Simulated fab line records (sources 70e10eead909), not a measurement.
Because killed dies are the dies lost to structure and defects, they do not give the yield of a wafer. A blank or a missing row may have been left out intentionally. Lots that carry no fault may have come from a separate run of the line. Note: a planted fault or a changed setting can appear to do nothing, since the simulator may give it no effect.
Comparing a struck lot with a sound one || flow nand harc || 31 out of 1302 route steps
Sound: the wafers L748.1, L748.3, L748.6. Struck: wafers L749.2, L749.4, L749.6. The cause is given at the end.
For every step that has rows: the tool of each side, followed by ch and its chambers, followed by its first start. Under that, the readings that differ: sound wafers || struck wafers || difference of the means || sigmas: that difference in standard deviations of wafers without a fault.
alike: words and numbers the same on both sides, and readings whose means are apart by under 2 such deviations; not compared: readings that were withheld, readings missing a value for some wafer, numbers with overlapping values and no deviation given by the record, and bounds like >300 which may hide the same value.
Wherever a step has rows on one side only, a row that says differs or no value, or a row with sigmas, the two part there. Numbers that don't overlap but have no deviation are shown without sigmas and don't part them. Lack of a reading on every wafer of one side parts them only where that side has two or more wafers.

first, 1 step without rows for these wafers: NHARC_A_CONTACT_ETCH_127 (etches the open film in C4F8/O2/Ar, time 197 s, target depth 1918 nm).
NHARC_A_CONTACT_ETCH_128: etches the open film in C4F8/O2/Ar, time 197 s, target depth 1918 nm.
  sound on har cap etch-02 ch 0,1, day 22 21:16; struck on har cap etch-01 ch 0, day 23 00:28
  not compared: rf hours counter h
then, 1 step without rows for these wafers: NHARC_A_CONTACT_ETCH_129 (etches the open film in C4F8/O2/Ar, time 197 s, target depth 1918 nm).
NHARC_A_CONTACT_ETCH_130: etches the open film in C4F8/O2/Ar, time 197 s, target depth 1918 nm.
  sound on har cap etch-02 ch 0,1, day 22 21:37; struck on har cap etch-01 ch 0, day 23 00:49
  not compared: rf hours counter h
NHARC_A_CONTACT_ETCH_131: etches the open film in C4F8/O2/Ar, time 197 s, target depth 1918 nm.
  sound on har cap etch-02 ch 0,1, day 22 21:48; struck on har cap etch-01 ch 0, day 23 01:00
  not compared: rf hours counter h
then, 4 steps without rows for these wafers: NHARC_A_CONTACT_ETCH_132 (etches the open film in C4F8/O2/Ar, time 197 s, target depth 1924 nm); NHARC_A_CONTACT_ETCH_133 (etches the open film in C4F8/O2/Ar, time 374 s, target depth 1610 nm); NHARC_A_CONTACT_ETCH_91 (etches the open film in CH3F/O2, target depth 40 nm, time 85.7 s); NHARC_A_CONTACT_ETCH_97 (etches the open film in C4F6/O2, target depth 20 nm, time 10 s).
NHARC_A_CONTACT_CD_MEAS_80:
  sound on cd sem-01 at day 22 23:08; struck on cd sem-02 at day 23 02:22
  alike: cd nm
then, 2 steps without rows for these wafers: NHARC_A_CONTACT_STRIP_103 (strips in N2/H2); NHARC_A_CONTACT_STRIP_104 (strips in CF4/CHF3).
NHARC_A_CONTACT_STRIP_105: strips in O2/COS.
  sound on rie diel-02 ch 1,3, day 22 23:22; struck on rie diel-02 ch 0,2, day 23 02:36
NHARC_A_CONTACT_ETCH_106: etches the open film in CF4/O2, target depth 90 nm, overetch 9 nm, time 49.5 s.
  sound on rie diel-02 ch 0,2,3, day 22 23:26; struck on rie diel-02 ch 1,2, day 23 02:40
  alike: bias w, drypump motor current A, oes product au, rf vpp V, showerhead plenum p Torr, throttle valve pct
  not compared: rf hours counter h
then, 3 steps without rows for these wafers: NHARC_A_CONTACT_STRIP_82 (strips in O2); NHARC_A_CONTACT_STRIP_83 (strips in post etch residue remover, time 600 s); NHARC_A_CONTACT_DEP_84 (deposits aC, target thk 2800 nm).
NHARC_A_CONTACT_DEP_85: deposits SiON, target thk 60 nm.
  sound on pecvd-01 ch 1,2, day 23 01:49; struck on pecvd-04 ch 0,1,2, day 23 06:04
  alike: heater power w
then, 10 steps without rows for these wafers: NHARC_A_CONTACT_DEHYDRATE_00 (time 120 s); NHARC_A_CONTACT_HMDS_01 (time 30 s); NHARC_A_CONTACT_COAT_86 (time 75 s); NHARC_A_CONTACT_COAT_87 (time 65 s); NHARC_A_CONTACT_COAT_02 (resist thk 90 nm); NHARC_A_CONTACT_SOFTBAKE_03 (time 55 s); NHARC_A_CONTACT_EBR_04; NHARC_A_CONTACT_EXPOSE_05 (exposes mask A CC); NHARC_A_CONTACT_PEB_06 (peb time 65 s); NHARC_A_CONTACT_DEVELOP_07 (develop time 35 s).
NHARC_A_CONTACT_CD_MEAS_08 targets a cd of 200 nm.
  sound on cd sem-03 ch 0, day 23 02:32; struck on cd sem-01 ch 0, day 23 06:44
  alike: cd nm
NHARC_A_CONTACT_OVL_MEAS_09:
  sound on overlay-02 at day 23 02:38; struck on overlay-02 at day 23 06:49
  alike: overlay x nm, overlay y nm
-- jump in the record: it breaks off in module A_CONTACT and resumes in module END (first step shown: number 1302 of the route), and 3 days separate the struck wafers' starts before and after --
NHARC_END_SORT_01:
  here the record holds rows for the struck wafers (prober-02 ch 0, day 26 14:17) but none for the sound ones

WHERE THEY PART
At NHARC_END_SORT_01 and nowhere else, as far as this record goes.

WHY: what the simulator had put in
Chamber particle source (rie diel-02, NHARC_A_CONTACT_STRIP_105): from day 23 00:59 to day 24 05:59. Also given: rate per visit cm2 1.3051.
